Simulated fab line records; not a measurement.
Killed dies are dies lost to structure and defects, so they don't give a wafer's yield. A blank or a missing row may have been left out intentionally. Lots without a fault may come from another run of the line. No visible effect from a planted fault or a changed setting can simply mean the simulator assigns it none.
The tool behind it: which one? / flow n5-finfet / 10 lots, 30 wafers sampled, at 5 steps of a route of 1938

## WHAT EACH GAUGE READ, for each wafer
N5_BEOL_M4_RC_MEAS_101. Usual: DIBL_N 36.6 mV/V, standard deviation 1.3; DIBL_P 36.4 mV/V, standard deviation 1.4; IOFF_N 0.167 nA/um, standard deviation 0.023; IOFF_P 0.219 nA/um, standard deviation 0.029; ION_N 678 uA/um, standard deviation 8.7; ION_P 464 uA/um, standard deviation 6.4; SS_N 71.5 mV/dec, standard deviation 0.53; SS_P 73.4 mV/dec, standard deviation 0.57; VT_N 248.5 mV, standard deviation 2.8; VT_P -249 mV, standard deviation 3.1.
lot=L932; measured=day 9 04:13; on=prober-02; DIBL_N (mV/V)=35.3 34.1 34.1; DIBL_P (mV/V)=33.7 32.7 33.6; IOFF_N (nA/um)=0.136 0.125 0.129; IOFF_P (nA/um)=0.182 0.170 0.179; ION_N (uA/um)=658 659 668; ION_P (uA/um)=455 458 458; SS_N (mV/dec)=70.3 70.5 70.8; SS_P (mV/dec)=73.0 72.9 72.8; VT_N (mV)=255.9 253.4 253.7; VT_P (mV)=-250 -250 -251; flag=
lot=L934; measured=day 9 10:55; on=prober-02; DIBL_N (mV/V)=37.2 37.2 39.4; DIBL_P (mV/V)=36.1 35.8 38.8; IOFF_N (nA/um)=0.166 0.158 0.219; IOFF_P (nA/um)=0.233 0.233 0.279; ION_N (uA/um)=688 691 702; ION_P (uA/um)=471 470 477; SS_N (mV/dec)=71.8 71.2 71.9; SS_P (mV/dec)=73.2 73.9 74.0; VT_N (mV)=247.2 246.0 242.7; VT_P (mV)=-245 -245 -246; flag=
lot=L936; measured=day 10 10:31; on=prober-02; DIBL_N (mV/V)=39.2 37.6 38.4; DIBL_P (mV/V)=38.2 36.8 37.3; IOFF_N (nA/um)=0.191 0.175 0.176; IOFF_P (nA/um)=0.240 0.219 0.224; ION_N (uA/um)=684 681 684; ION_P (uA/um)=465 464 466; SS_N (mV/dec)=72.3 72.0 72.6; SS_P (mV/dec)=73.7 72.9 73.1; VT_N (mV)=248.0 247.0 248.2; VT_P (mV)=-246 -248 -246; flag=
lot=L939; measured=day 13 12:19; on=prober-01; DIBL_N (mV/V)=35.0 37.5 36.5; DIBL_P (mV/V)=35.7 38.7 37.6; IOFF_N (nA/um)=0.166 0.216 0.195; IOFF_P (nA/um)=0.218 0.273 0.262; ION_N (uA/um)=672 671 671; ION_P (uA/um)=460 466 469; SS_N (mV/dec)=71.2 71.8 71.5; SS_P (mV/dec)=72.8 73.4 74.1; VT_N (mV)=247.8 248.1 247.5; VT_P (mV)=-251 -248 -249; flag=
lot=L940; measured=day 12 19:20; on=prober-01; DIBL_N (mV/V)=34.9 36.6 34.6; DIBL_P (mV/V)=34.7 36.5 34.2; IOFF_N (nA/um)=0.144 0.170 0.131; IOFF_P (nA/um)=0.182 0.208 0.178; ION_N (uA/um)=674 669 665; ION_P (uA/um)=460 458 461; SS_N (mV/dec)=71.2 71.6 70.7; SS_P (mV/dec)=72.9 73.3 72.7; VT_N (mV)=250.8 247.6 249.1; VT_P (mV)=-253 -249 -251; flag=
lot=L941; measured=day 11 14:51; on=prober-01; DIBL_N (mV/V)=34.9 34.1 34.5; DIBL_P (mV/V)=36.0 34.6 35.8; IOFF_N (nA/um)=0.157 0.154 0.158; IOFF_P (nA/um)=0.243 0.216 0.238; ION_N (uA/um)=675 678 681; ION_P (uA/um)=467 468 472; SS_N (mV/dec)=71.3 71.1 71.1; SS_P (mV/dec)=73.4 72.9 73.4; VT_N (mV)=252.5 248.4 249.7; VT_P (mV)=-242 -246 -247; flag=
lot=L946; measured=day 14 05:10; on=prober-01; DIBL_N (mV/V)=36.7 36.8 35.3; DIBL_P (mV/V)=35.2 37.2 35.2; IOFF_N (nA/um)=0.151 0.157 0.133; IOFF_P (nA/um)=0.167 0.193 0.169; ION_N (uA/um)=675 674 665; ION_P (uA/um)=448 460 453; SS_N (mV/dec)=72.3 71.7 71.6; SS_P (mV/dec)=73.0 73.3 72.5; VT_N (mV)=250.5 248.2 251.8; VT_P (mV)=-255 -254 -252; flag=
lot=L949; measured=day 14 18:17; on=prober-01; DIBL_N (mV/V)=36.4 37.5 37.3; DIBL_P (mV/V)=36.8 38.0 37.8; IOFF_N (nA/um)=0.165 0.173 0.172; IOFF_P (nA/um)=0.212 0.237 0.228; ION_N (uA/um)=667 670 668; ION_P (uA/um)=458 463 461; SS_N (mV/dec)=71.5 71.5 71.3; SS_P (mV/dec)=73.0 73.5 73.2; VT_N (mV)=246.2 247.3 247.1; VT_P (mV)=-250 -248 -251; flag=
lot=L951; measured=day 15 15:37; on=prober-01; DIBL_N (mV/V)=37.1 37.7 36.9; DIBL_P (mV/V)=39.1 38.4 38.3; IOFF_N (nA/um)=0.171 0.176 0.168; IOFF_P (nA/um)=0.247 0.233 0.222; ION_N (uA/um)=674 675 678; ION_P (uA/um)=463 465 466; SS_N (mV/dec)=72.1 72.4 71.7; SS_P (mV/dec)=73.3 73.7 73.8; VT_N (mV)=249.8 250.0 252.3; VT_P (mV)=-248 -248 -251; flag=
lot=L953; measured=day 15 15:25; on=prober-02; DIBL_N (mV/V)=36.2 36.1 35.8; DIBL_P (mV/V)=37.2 36.6 36.3; IOFF_N (nA/um)=0.160 0.153 0.151; IOFF_P (nA/um)=0.197 0.182 0.179; ION_N (uA/um)=679 676 679; ION_P (uA/um)=461 457 460; SS_N (mV/dec)=71.8 71.3 70.9; SS_P (mV/dec)=72.2 72.6 72.6; VT_N (mV)=248.6 251.2 250.6; VT_P (mV)=-252 -250 -252; flag=

## WHICH TOOL RAN EACH LOT (tool, then ch and the chambers of the sampled wafers, then the start)
lot=L932; N5_GATE_CUT_VAPOR_ETCH_48=rie-metal-01 ch 0,1, day 5 02:04; N5_GATE_CUT_VAPOR_ETCH_49=rie-metal-01 ch 0,1, day 5 02:06; N5_GATE_CUT_ALD_22=ald-sin-03 ch 0,2,3, day 5 02:22; N5_GATE_CUT_CMP_23=cmp-03 ch 0,1,2, day 5 03:52
lot=L934; N5_GATE_CUT_VAPOR_ETCH_48=rie-metal-01 ch 0,1, day 5 12:25; N5_GATE_CUT_VAPOR_ETCH_49=rie-metal-01 ch 0,1, day 5 12:26; N5_GATE_CUT_ALD_22=ald-sin-03 ch 1,3, day 5 12:40; N5_GATE_CUT_CMP_23=cmp-03 ch 0,2,3, day 5 14:10
lot=L936; N5_GATE_CUT_VAPOR_ETCH_48=rie-metal-02 ch 0,1, day 6 01:39; N5_GATE_CUT_VAPOR_ETCH_49=rie-metal-02 ch 0,1, day 6 01:41; N5_GATE_CUT_ALD_22=ald-sin-02 ch 0,2, day 6 01:55; N5_GATE_CUT_CMP_23=cmp-03 ch 1,2,3, day 6 03:25
lot=L939; N5_GATE_CUT_VAPOR_ETCH_48=rie-metal-02 ch 0,1, day 6 18:31; N5_GATE_CUT_VAPOR_ETCH_49=rie-metal-02 ch 0,1, day 6 18:32; N5_GATE_CUT_ALD_22=ald-sin-01 ch 0,1,3, day 6 18:48; N5_GATE_CUT_CMP_23=cmp-02 ch 0,1,3, day 6 20:22
lot=L940; N5_GATE_CUT_VAPOR_ETCH_48=rie-metal-01 ch 0,1, day 7 00:11; N5_GATE_CUT_VAPOR_ETCH_49=rie-metal-01 ch 0,1, day 7 00:13; N5_GATE_CUT_ALD_22=ald-sin-03 ch 0,2, day 7 00:35; N5_GATE_CUT_CMP_23=cmp-03 ch 0,2,3, day 7 02:07
lot=L941; N5_GATE_CUT_VAPOR_ETCH_48=rie-metal-01 ch 0,1, day 7 07:26; N5_GATE_CUT_VAPOR_ETCH_49=rie-metal-01 ch 0,1, day 7 07:28; N5_GATE_CUT_ALD_22=ald-sin-02 ch 1,2,3, day 7 07:41; N5_GATE_CUT_CMP_23=cmp-03 ch 0,1,3, day 7 09:11
lot=L946; N5_GATE_CUT_VAPOR_ETCH_48=rie-metal-01 ch 0, day 8 11:05; N5_GATE_CUT_VAPOR_ETCH_49=rie-metal-01 ch 0, day 8 11:09; N5_GATE_CUT_ALD_22=ald-sin-03 ch 1,2, day 8 11:26; N5_GATE_CUT_CMP_23=cmp-01 ch 0,3, day 8 12:55
lot=L949; N5_GATE_CUT_VAPOR_ETCH_48=rie-metal-03 ch 0,1, day 9 15:14; N5_GATE_CUT_VAPOR_ETCH_49=rie-metal-03 ch 0,1, day 9 15:16; N5_GATE_CUT_ALD_22=ald-sin-02 ch 0,1,3, day 9 15:30; N5_GATE_CUT_CMP_23=cmp-02 ch 1,2, day 9 16:59
lot=L951; N5_GATE_CUT_VAPOR_ETCH_48=rie-metal-01 ch 0,1, day 10 02:38; N5_GATE_CUT_VAPOR_ETCH_49=rie-metal-01 ch 0,1, day 10 02:40; N5_GATE_CUT_ALD_22=ald-sin-03 ch 1,2, day 10 02:53; N5_GATE_CUT_CMP_23=cmp-02 ch 0,1, day 10 04:25
lot=L953; N5_GATE_CUT_VAPOR_ETCH_48=rie-metal-03 ch 0,1, day 10 12:47; N5_GATE_CUT_VAPOR_ETCH_49=rie-metal-03 ch 0,1, day 10 12:49; N5_GATE_CUT_ALD_22=ald-sin-02 ch 1,2,3, day 10 13:02; N5_GATE_CUT_CMP_23=cmp-02 ch 0,1,3, day 10 14:32
- N5_GATE_CUT_VAPOR_ETCH_48: etches TiN in BCl3/Cl2.
- N5_GATE_CUT_VAPOR_ETCH_49: etches TiAlC in BCl3/Cl2.
- N5_GATE_CUT_ALD_22: deposits SiNx, target thk 16 nm, pulse time 1 s, ald cycles 320.
- N5_GATE_CUT_CMP_23: polishes, stops on SiO2, t overpolish 23.4 s, target thk 16 nm.

## AS READ BY THE TOOLS THEMSELVES (means over the sampled wafers that have a number; for cases with no such wafer, the mark the record gives instead)
N5_GATE_CUT_VAPOR_ETCH_48. Usual: drypump-motor-current-A 5.96 A, standard deviation 0.12; oes-product-au 0.80 a.u., standard deviation 0.11.
lot=L932; tool=rie-metal-01; drypump-motor-current-A (A)=5.95; oes-product-au (a.u.)=0.81; flag=
lot=L934; tool=rie-metal-01; drypump-motor-current-A (A)=5.95; oes-product-au (a.u.)=0.81; flag=
lot=L936; tool=rie-metal-02; drypump-motor-current-A (A)=5.94; oes-product-au (a.u.)=0.81; flag=
lot=L939; tool=rie-metal-02; drypump-motor-current-A (A)=5.94; oes-product-au (a.u.)=0.80; flag=
lot=L940; tool=rie-metal-01; drypump-motor-current-A (A)=5.94; oes-product-au (a.u.)=0.79; flag=
lot=L941; tool=rie-metal-01; drypump-motor-current-A (A)=5.94; oes-product-au (a.u.)=0.78; flag=
lot=L946; tool=rie-metal-01; drypump-motor-current-A (A)=6.04; oes-product-au (a.u.)=0.65; flag=
lot=L949; tool=rie-metal-03; drypump-motor-current-A (A)=5.84; oes-product-au (a.u.)=0.94; flag=
lot=L951; tool=rie-metal-01; drypump-motor-current-A (A)=5.99; oes-product-au (a.u.)=0.71; flag=
lot=L953; tool=rie-metal-03; drypump-motor-current-A (A)=5.84; oes-product-au (a.u.)=0.92; flag=

N5_GATE_CUT_VAPOR_ETCH_49. Usual: drypump-motor-current-A 5.96 A, standard deviation 0.12; oes-product-au 0.80 a.u., standard deviation 0.11.
lot=L932; tool=rie-metal-01; drypump-motor-current-A (A)=5.96; oes-product-au (a.u.)=0.82; flag=
lot=L934; tool=rie-metal-01; drypump-motor-current-A (A)=5.94; oes-product-au (a.u.)=0.81; flag=
lot=L936; tool=rie-metal-02; drypump-motor-current-A (A)=5.92; oes-product-au (a.u.)=0.80; flag=
lot=L939; tool=rie-metal-02; drypump-motor-current-A (A)=5.92; oes-product-au (a.u.)=0.79; flag=
lot=L940; tool=rie-metal-01; drypump-motor-current-A (A)=5.96; oes-product-au (a.u.)=0.79; flag=
lot=L941; tool=rie-metal-01; drypump-motor-current-A (A)=5.96; oes-product-au (a.u.)=0.79; flag=
lot=L946; tool=rie-metal-01; drypump-motor-current-A (A)=6.03; oes-product-au (a.u.)=0.65; flag=
lot=L949; tool=rie-metal-03; drypump-motor-current-A (A)=5.83; oes-product-au (a.u.)=0.94; flag=
lot=L951; tool=rie-metal-01; drypump-motor-current-A (A)=6.01; oes-product-au (a.u.)=0.71; flag=
lot=L953; tool=rie-metal-03; drypump-motor-current-A (A)=5.84; oes-product-au (a.u.)=0.93; flag=

N5_GATE_CUT_ALD_22. Usual: heater-power-w 839 W, standard deviation 97; precursor-pulse-height-rel 0.997, standard deviation 0.021.
lot=L932; tool=ald-sin-03; heater-power-w (W)=751; precursor-pulse-height-rel=0.996; flag=
lot=L934; tool=ald-sin-03; heater-power-w (W)=794; precursor-pulse-height-rel=1.005; flag=
lot=L936; tool=ald-sin-02; heater-power-w (W)=995; precursor-pulse-height-rel=0.994; flag=
lot=L939; tool=ald-sin-01; heater-power-w (W)=836; precursor-pulse-height-rel=1.013; flag=
lot=L940; tool=ald-sin-03; heater-power-w (W)=776; precursor-pulse-height-rel=0.988; flag=
lot=L941; tool=ald-sin-02; heater-power-w (W)=937; precursor-pulse-height-rel=1.025; flag=
lot=L946; tool=ald-sin-03; heater-power-w (W)=826; precursor-pulse-height-rel=0.983; flag=
lot=L949; tool=ald-sin-02; heater-power-w (W)=854; precursor-pulse-height-rel=1.004; flag=
lot=L951; tool=ald-sin-03; heater-power-w (W)=821; precursor-pulse-height-rel=1.005; flag=
lot=L953; tool=ald-sin-02; heater-power-w (W)=938; precursor-pulse-height-rel=0.998; flag=

N5_GATE_CUT_CMP_23. Usual: head-pressure-psi 2.500 psi, standard deviation 0.0057; motor-current-A 8.6 A, standard deviation 1.1; overpolish-run-s 23.400 s, standard deviation 0.0089; time-to-endpoint-s 19.6 s, standard deviation 1.9.
lot=L932; tool=cmp-03; head-pressure-psi (psi)=2.499; motor-current-A (A)=8.7; overpolish-run-s (s)=23.393; time-to-endpoint-s (s)=18.8; flag=
lot=L934; tool=cmp-03; head-pressure-psi (psi)=2.498; motor-current-A (A)=8.9; overpolish-run-s (s)=23.398; time-to-endpoint-s (s)=20.9; flag=
lot=L936; tool=cmp-03; head-pressure-psi (psi)=2.497; motor-current-A (A)=9.6; overpolish-run-s (s)=23.409; time-to-endpoint-s (s)=18.9; flag=
lot=L939; tool=cmp-02; head-pressure-psi (psi)=2.499; motor-current-A (A)=8.7; overpolish-run-s (s)=23.406; time-to-endpoint-s (s)=16.8; flag=
lot=L940; tool=cmp-03; head-pressure-psi (psi)=2.399; motor-current-A (A)=9.0; overpolish-run-s (s)=23.402; time-to-endpoint-s (s)=19.8; flag=OFF
lot=L941; tool=cmp-03; head-pressure-psi (psi)=2.400; motor-current-A (A)=8.1; overpolish-run-s (s)=23.402; time-to-endpoint-s (s)=18.7; flag=OFF
lot=L946; tool=cmp-01; head-pressure-psi (psi)=2.496; motor-current-A (A)=7.4; overpolish-run-s (s)=23.406; time-to-endpoint-s (s)=23.1; flag=
lot=L949; tool=cmp-02; head-pressure-psi (psi)=2.493; motor-current-A (A)=8.9; overpolish-run-s (s)=23.390; time-to-endpoint-s (s)=19.1; flag=
lot=L951; tool=cmp-02; head-pressure-psi (psi)=2.498; motor-current-A (A)=9.3; overpolish-run-s (s)=23.405; time-to-endpoint-s (s)=18.9; flag=
lot=L953; tool=cmp-02; head-pressure-psi (psi)=2.498; motor-current-A (A)=8.9; overpolish-run-s (s)=23.400; time-to-endpoint-s (s)=20.1; flag=

## THE ANSWER, worked out from the rows above alone
Rule: lot off if the mean of its wafers having a number is beyond 3 standard deviations from the usual mean. Also off: a lot with no number at a reading for which 4 or more lots have one. Any other lot the step has rows for is counted as sound. First the gauges in route order, then the tools' own readings, where a lot's mean is used as printed above. At the first step where some lot is off, the reading lying furthest off is the one used; lots without a number count as furthest.
Off: L940, L941, at N5_GATE_CUT_CMP_23 (head-pressure-psi).
A tool fits if, at that step or a process step before it, it ran every lot that is off, and no sound lot after the first of them. One fits: N5_GATE_CUT_CMP_23 on cmp-03. A fault onset in the window from L936 (day 6 03:25, its last sound lot) to L940 (day 7 02:07, its first lot off) fits.
The tool's own readings at N5_GATE_CUT_CMP_23 bear it out: on the lots that are off they differ by more than 5 times the standard deviation of the sound lots' means. head-pressure-psi reads 2.399 psi there against 2.497 psi on the sound lots.

## WHAT WAS PUT IN BY THE SIMULATOR
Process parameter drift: cmp-03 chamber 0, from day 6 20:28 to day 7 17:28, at N5_GATE_CUT_CMP_23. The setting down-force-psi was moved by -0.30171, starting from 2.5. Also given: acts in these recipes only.
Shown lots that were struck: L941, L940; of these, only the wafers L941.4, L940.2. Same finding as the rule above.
